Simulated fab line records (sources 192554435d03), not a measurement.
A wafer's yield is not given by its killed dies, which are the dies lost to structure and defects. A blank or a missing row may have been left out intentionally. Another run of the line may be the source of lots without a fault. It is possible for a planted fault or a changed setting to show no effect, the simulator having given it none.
Problem report in the 8D (eight disciplines) form, filled by code -- flow n5-finfet -- the parts of the form that need people (team, actions taken, sign-off) are left out

1. THE ISSUE
spin-speed-rpm at N5_MOL_CONTACT_COAG_COAT_77 reads a mean of 1533.6 rpm on 9 wafers of 3 lots; wafers without a fault read 1499.9 rpm with a standard deviation of 0.91. That is +37 standard deviations from the usual mean.
The step: time 60 s, resist thk 10 nm.
First seen on wafer L221.1, day 8 07:14, on litho-track-05. Wafers with a number at this step in the record: 30, from 10 lots. Rule for "out" (also "out of limits"): further than 4 standard deviations from the usual mean. The rest of the wafers with a number are treated as sound.

2. WHAT IT IS AND WHAT IT IS NOT
question,is,is not
which readings at this step,spin-speed-rpm,-
which lots,"L221, L222, L223","L209, L213, L215, L218, L229, L230, L231"
which wafers of those lots,all that have a number,-
read on which tools,litho-track-05,"litho-track-01, litho-track-03"
when,from day 8 07:14,"up to then (12 sound wafers); but 9 sound wafers of L229, L230, L231 came after"

3. SUSPECTS, AND WHAT RULES EACH OUT
Counting: a tool at any process step up to the reading remains a suspect when it ran all the lots that are out and ran no sound lot after the first of those.
- litho-track-05 at N5_MOL_CONTACT_COAG_COAT_77 (time 60 s, resist thk 10 nm): kept. It ran every lot that is out, first L221 (day 8 07:14), and no sound lot after that; its last sound lot up to then is L213 (day 6 08:15). Its own readings are out on those wafers: spin-speed-rpm.
After counting, what remains is litho-track-05 at N5_MOL_CONTACT_COAG_COAT_77.

4. THE CAUSE (what the simulator had put in)
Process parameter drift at N5_MOL_CONTACT_COAG_COAT_77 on litho-track-05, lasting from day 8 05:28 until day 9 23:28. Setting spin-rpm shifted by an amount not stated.
After counting, this tool was the only one left.

5. THE EFFECT CHAIN, in route order
Rows list readings where the struck wafers' mean (over those with a number) sits beyond 3 standard deviations from the usual. Scope: only readings with a usual standard deviation given in the record; hours: median across lots of the time from each lot's start at the first step in this table that gives one to its start at this step; sigmas: change in usual standard deviations.
hours,step,reading,usual,on struck wafers,change,sigmas
0,N5_MOL_CONTACT_COAG_COAT_77,spin-speed-rpm,1499.9 rpm,1533.6,+33.7,+37
Its process steps:
- N5_MOL_CONTACT_COAG_COAT_77: time 60 s, resist thk 10 nm.
Later measuring or inspecting steps at which every struck wafer that the step has a row for has a number for every such reading, and none has moved that far: N5_MOL_CONTACT_COAG_OVL_MEAS_85, N5_BEOL_M4_RC_MEAS_101.

6. WHAT WOULD HAVE CAUGHT IT SOONER
2 hours passed between the start of the fault at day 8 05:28 and the first reading out of limits in this record, taken at day 8 07:14.
